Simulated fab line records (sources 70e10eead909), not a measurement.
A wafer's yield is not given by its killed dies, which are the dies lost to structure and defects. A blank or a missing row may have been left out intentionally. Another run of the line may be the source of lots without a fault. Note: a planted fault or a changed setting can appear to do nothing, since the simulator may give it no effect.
A lot that was struck, set against a sound lot / flow nand_harc / 6 out of 1159 route steps
Sound: these wafers, L550.1, L550.2, L550.4. The struck wafers were L557.3, L557.4, L557.5. The cause is named last.
Each step with rows lists, per side, the tool, then ch with its chambers, then its first start. Under that, the readings that differ: sound wafers / struck wafers / difference of the means / sigmas: that difference in standard deviations of wafers without a fault.
alike: same words and numbers on both sides, and readings whose means sit less than 2 such deviations apart. not compared: any withheld reading, any reading some wafer has no value for, any bound like >300 that may hide the same value, and any number with overlapping values for which the record gives no deviation.
The two part at a step that has a row with sigmas, a row that says differs or no value, or rows on one side only. Numbers that have no deviation but don't overlap get no sigmas and don't part them. A reading that every wafer of one side lacks parts them only if that side has two wafers or more.

NHARC_P_START_INSPECT_01:
  sound on defect_inspect-02 at day 2 06:02; struck on defect_inspect-01 at day 4 00:02
  alike: raw_defect_count
then, 2 steps without rows for these wafers: NHARC_P_ZERO_WELL_PRECLEAN_00 (cleans in SPM, time 600 s); NHARC_P_ZERO_WELL_SRD_01.
NHARC_P_ZERO_WELL_PECVD_02: deposits SiO2, target thk 10 nm.
  sound on pecvd-04 ch 1,2, day 2 06:26; struck on pecvd-04 ch 1,2, day 4 01:10
then, 2 steps without rows for these wafers: NHARC_P_ZERO_WELL_DEHYDRATE_03 (time 120 s); NHARC_END_SORT_01.

== WHERE THEY PART ==
Nowhere in this record.

WHY: whatever the simulator had introduced
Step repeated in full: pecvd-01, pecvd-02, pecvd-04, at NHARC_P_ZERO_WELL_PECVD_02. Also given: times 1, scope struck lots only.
